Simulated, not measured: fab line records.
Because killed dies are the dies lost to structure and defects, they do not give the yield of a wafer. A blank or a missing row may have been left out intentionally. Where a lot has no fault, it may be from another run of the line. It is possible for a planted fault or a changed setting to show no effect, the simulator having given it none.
Split-lot trial	flow n5 finfet	7 lots, 21 wafers read, on a route of 1938 steps

== ABOUT THE SPLIT ==
At N5_BEOL_M5_COAT_22 (resist thk 30 nm), the setting spin rpm was moved away from the recipe's 1500 rpm on 4 of the 21 wafers read, by -3.9% to +5.4%. This setting was run at the recipe's value on the other wafers.

== FROM THE SPLIT TO THE READING: what the file shows between them, 6 steps ==
- N5_BEOL_M5_EXPOSE_25: exposes mask V4, defocus 10 nm (also split here: dose mj)
- N5_BEOL_M5_PEB_26: peb time 60 s
- N5_BEOL_M5_DEVELOP_27: develop time 30 s
- N5_BEOL_M5_CD_MEAS_28: target cd 30.6 nm, target cd y 20 nm
- N5_BEOL_M5_DESCUM_33: chemistry O2, time 7 s
- N5_BEOL_M5_ETCH_75: etches underlayer in N2/H2, target depth 6.5 nm, time 5.2 s

== THE READING ==
CAR-EUV_of_BEOL_M5_COAT_22.thk nm (the simulator's own value, which no gauge read), in nm, at N5_BEOL_M5_ETCH_67 (etches SiARC in CF4, target depth 15.6 nm, time 26 s). The file does not state a usual value for it. The 17 wafers here that ran the recipe average 11.2 nm, standard deviation 0.076 nm.

wafer	tool, chamber at the split	spin rpm as run, rpm	against the recipe	CAR-EUV_of_BEOL_M5_COAT_22.thk nm, nm	against lot-mates on the recipe
L074.1	litho track-05, 0	1500	recipe	11.2	-
L074.2	litho track-05, 0	1500	recipe	11.2	-
L074.5	litho track-05, 0	1500	recipe	11.2	-
L079.1	litho track-03, 0	1500	recipe	11.2	-
L079.2	litho track-03, 0	1500	recipe	11	-
L079.5	litho track-03, 0	1500	recipe	11.2	-
L081.2	litho track-03, 0	1500	recipe	11.2	-
L081.4	litho track-03, 0	1500	recipe	11.2	-
L081.5	litho track-03, 0	1500	recipe	11.2	-
L083.4	litho track-03, 0	1581	+5.4%	10.2	-1.0
L083.5	litho track-03, 0	1581	+5.4%	10.4	-0.8
L083.6	litho track-03, 0	1500	recipe	11.2	-
L092.1	litho track-04, 0	1500	recipe	11.2	-
L092.4	litho track-04, 0	1500	recipe	11.2	-
L092.6	litho track-04, 0	1500	recipe	11.2	-
L095.1	litho track-05, 0	1500	recipe	11.2	-
L095.2	litho track-05, 0	1500	recipe	11.2	-
L095.6	litho track-05, 0	1500	recipe	11	-
L094.2	litho track-03, 0	1500	recipe	11	-
L094.3	litho track-03, 0	1441	-3.9%	11.6	+0.6
L094.4	litho track-03, 0	1441	-3.9%	11.6	+0.6

FIT RESULTS
A straight line over all 21 wafers: CAR-EUV_of_BEOL_M5_COAT_22.thk nm changes by -0.142 nm for each +1% of spin rpm; r = -0.96; the points scatter about the line by 0.091 nm.
The same after taking each lot's own level away (the mean of its wafers on the recipe; 21 wafers): -0.162 nm for each +1%; r = -0.98; scatter 0.064 nm.
Per that fit: largest spin rpm move, reading shift of 0.87 nm.
The span of the lots' own levels, 11.00 to 11.20 nm, comes to 2.6 times the standard deviation stated above.
In other words, the slope is changed by the lot-to-lot level; the two fits disagree.
Check: with one of the wafers moved furthest among these (+5.4%) left out of the fit, the line predicts -0.81 nm for it against its lot-mates. It came out at -1 nm against them.

== THE OTHER SPLITS THESE WAFERS WENT THROUGH ==
Note: prior to the reading, these wafers also went through further splits. Each is held against what the fit with the lots' levels taken away leaves over:
other split on the same wafers	wafers away from the commonest value	r with CAR-EUV_of_BEOL_M5_COAT_22.thk nm (lot level and that fit taken away)
N5_BEOL_M3_EXPOSE_25 dose mj	6	+0.16
N5_BEOL_M4_COAT_05 spin rpm	5	-0.07
N5_BEOL_M5_EXPOSE_25 dose mj	10	-0.02

== THE WHOLE CHAIN: every reading that the file lists as answering this split, in the file's order ==
step	what it does	reading	change (the file's fit)	r (the file's)
N5_BEOL_M5_COAT_22	resist thk 30 nm	CAR-EUV_of_BEOL_M5_COAT_22.thk nm (the simulator's own value, which no gauge read)	-0.141 nm for each +1% of the setting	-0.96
N5_BEOL_M5_DEVELOP_27	develop time 30 s	CAR-EUV_of_BEOL_M5_COAT_22.thk nm (the simulator's own value, which no gauge read)	-0.15 nm for each +1% of the setting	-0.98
N5_BEOL_M5_ETCH_67	etches SiARC in CF4, target depth 15.6 nm, time 26 s	CAR-EUV_of_BEOL_M5_COAT_22.thk nm (the simulator's own value, which no gauge read)	-0.162 nm for each +1% of the setting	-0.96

== THE FILE'S OWN FIT ==
CAR-EUV_of_BEOL_M5_COAT_22.thk nm changes by -0.162 nm for each +1% of spin rpm, r = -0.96.
